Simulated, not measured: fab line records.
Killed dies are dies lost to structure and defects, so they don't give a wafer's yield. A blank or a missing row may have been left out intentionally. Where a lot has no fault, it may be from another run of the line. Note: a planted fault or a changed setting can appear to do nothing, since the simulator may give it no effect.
Commonality check across tools :: flow nandHarc :: Sample size 13 lots and 35 wafers

THE REASON FOR OPENING IT
On 3 of the 13 lots, a flag is raised at NHARC_END_SORT_01 on the reading killedAtArray. No-fault wafers: 28, standard deviation 11.
Rule: a lot is flagged in two cases, either no wafer of it has a number, or all its wafers with numbers fall more than 4 standard deviations from that mean. As for the other lots, they are considered sound.

lot: L975
measured: day 20 06:28
on: prober-02
killedAtArray, wafer by wafer: 26 26 24
flag: 

lot: L977
measured: day 21 06:43
on: prober-02
killedAtArray, wafer by wafer: 15 15 11
flag: 

lot: L983
measured: day 21 22:17
on: prober-02
killedAtArray, wafer by wafer: 35 36 37
flag: 

lot: L982
measured: day 21 22:28
on: prober-01
killedAtArray, wafer by wafer: 22 18 26
flag: 

lot: L984
measured: day 22 05:19
on: prober-02
killedAtArray, wafer by wafer: 33 24 27
flag: 

lot: L987
measured: day 22 12:20
on: prober-02
killedAtArray, wafer by wafer: 37 33 26
flag: 

lot: L988
measured: day 22 21:02
on: prober-02
killedAtArray, wafer by wafer: 673 674 674
flag: FLAGGED

lot: L990
measured: day 23 03:59
on: prober-01
killedAtArray, wafer by wafer: 672
flag: FLAGGED

lot: L992
measured: day 23 12:02
on: prober-02
killedAtArray, wafer by wafer: 25 20 7
flag: 

lot: L989
measured: day 23 12:03
on: prober-01
killedAtArray, wafer by wafer: 673
flag: FLAGGED

lot: L993
measured: day 23 19:44
on: prober-02
killedAtArray, wafer by wafer: 46 38 44
flag: 

lot: L994
measured: day 23 19:52
on: prober-01
killedAtArray, wafer by wafer: 41 33 36
flag: 

lot: L996
measured: day 24 18:07
on: prober-01
killedAtArray, wafer by wafer: 31 17 26
flag: 
Average over the flagged lots: 673; offset from the usual +645, equal to +59 standard deviations.

WHICH TOOL RAN EACH LOT
2 process steps preceding the reading are held in the record, out of 1159 steps in the route. Cell contents, in order: the tool; ch with the chambers the sampled wafers went through; the start.
lot: L975
flag: 
NHARC_A_CHANNEL_HOLE_D1_ETCH_21: harEtch-02 ch 0,1, day 8 16:21
NHARC_A_CHANNEL_HOLE_D1_ETCH_33: harEtch-02 ch 0,1, day 8 19:51

lot: L977
flag: 
NHARC_A_CHANNEL_HOLE_D1_ETCH_21: harEtch-02 ch 0,1, day 8 23:17
NHARC_A_CHANNEL_HOLE_D1_ETCH_33: harEtch-02 ch 0,1, day 9 02:46

lot: L983
flag: 
NHARC_A_CHANNEL_HOLE_D1_ETCH_21: harEtch-01 ch 0,1, day 10 05:36
NHARC_A_CHANNEL_HOLE_D1_ETCH_33: harEtch-01 ch 0,1, day 10 09:05

lot: L982
flag: 
NHARC_A_CHANNEL_HOLE_D1_ETCH_21: harEtch-02 ch 0,1, day 10 04:00
NHARC_A_CHANNEL_HOLE_D1_ETCH_33: harEtch-02 ch 0,1, day 10 07:27

lot: L984
flag: 
NHARC_A_CHANNEL_HOLE_D1_ETCH_21: harEtch-02 ch 0,1, day 10 22:53
NHARC_A_CHANNEL_HOLE_D1_ETCH_33: harEtch-02 ch 0,1, day 11 02:28

lot: L987
flag: 
NHARC_A_CHANNEL_HOLE_D1_ETCH_21: harEtch-02 ch 0,1, day 11 12:34
NHARC_A_CHANNEL_HOLE_D1_ETCH_33: harEtch-02 ch 0,1, day 11 16:06

lot: L988
flag: FLAGGED
NHARC_A_CHANNEL_HOLE_D1_ETCH_21: harEtch-01 ch 0,1, day 12 04:00
NHARC_A_CHANNEL_HOLE_D1_ETCH_33: harEtch-01 ch 0,1, day 12 07:29

lot: L990
flag: FLAGGED
NHARC_A_CHANNEL_HOLE_D1_ETCH_21: harEtch-01 ch 0,1, day 12 08:05
NHARC_A_CHANNEL_HOLE_D1_ETCH_33: harEtch-01 ch 0,1, day 12 11:37

lot: L992
flag: 
NHARC_A_CHANNEL_HOLE_D1_ETCH_21: harEtch-02 ch 0,1, day 12 08:26
NHARC_A_CHANNEL_HOLE_D1_ETCH_33: harEtch-02 ch 0,1, day 12 11:59

lot: L989
flag: FLAGGED
NHARC_A_CHANNEL_HOLE_D1_ETCH_21: harEtch-02 ch 0,1, day 12 04:16
NHARC_A_CHANNEL_HOLE_D1_ETCH_33: harEtch-02 ch 0,1, day 12 07:50

lot: L993
flag: 
NHARC_A_CHANNEL_HOLE_D1_ETCH_21: harEtch-01 ch 0,1, day 12 19:29
NHARC_A_CHANNEL_HOLE_D1_ETCH_33: harEtch-01 ch 0,1, day 12 23:02

lot: L994
flag: 
NHARC_A_CHANNEL_HOLE_D1_ETCH_21: harEtch-02 ch 0,1, day 13 05:05
NHARC_A_CHANNEL_HOLE_D1_ETCH_33: harEtch-02 ch 0,1, day 13 08:33

lot: L996
flag: 
NHARC_A_CHANNEL_HOLE_D1_ETCH_21: harEtch-02 ch 0,1, day 13 21:29
NHARC_A_CHANNEL_HOLE_D1_ETCH_33: harEtch-02 ch 0,1, day 14 00:59
These steps, and what they do:
- NHARC_A_CHANNEL_HOLE_D1_ETCH_21: etches the open film in C4F8/O2/Ar, time 514.3 s, target depth 1600 nm.
- NHARC_A_CHANNEL_HOLE_D1_ETCH_33: etches the open film in C4F8/O2/Ar, time 90 s, target depth 400 nm.
- NHARC_END_SORT_01

FLAGGED OVER TOTAL, TOOL BY TOOL (the gauges that took the reading come last)
step: NHARC_A_CHANNEL_HOLE_D1_ETCH_21
tool: harEtch-01
lots run: 4
flagged: 2
share of the flagged lots: some
sound lots run after its first flagged lot: 1 (L993)

step: NHARC_A_CHANNEL_HOLE_D1_ETCH_21
tool: harEtch-02
lots run: 9
flagged: 1
share of the flagged lots: some
sound lots run after its first flagged lot: 3 (L992,L994,L996)

step: NHARC_A_CHANNEL_HOLE_D1_ETCH_33
tool: harEtch-01
lots run: 4
flagged: 2
share of the flagged lots: some
sound lots run after its first flagged lot: 1 (L993)

step: NHARC_A_CHANNEL_HOLE_D1_ETCH_33
tool: harEtch-02
lots run: 9
flagged: 1
share of the flagged lots: some
sound lots run after its first flagged lot: 3 (L992,L994,L996)

step: NHARC_END_SORT_01
tool: prober-01
lots run: 5
flagged: 2
share of the flagged lots: some
sound lots run after its first flagged lot: 2 (L994,L996)

step: NHARC_END_SORT_01
tool: prober-02
lots run: 8
flagged: 1
share of the flagged lots: some
sound lots run after its first flagged lot: 2 (L992,L993)

WHAT THE TABLE PERMITS
No row of the table ran every flagged lot.

WHAT THE SIMULATOR HAD PUT IN
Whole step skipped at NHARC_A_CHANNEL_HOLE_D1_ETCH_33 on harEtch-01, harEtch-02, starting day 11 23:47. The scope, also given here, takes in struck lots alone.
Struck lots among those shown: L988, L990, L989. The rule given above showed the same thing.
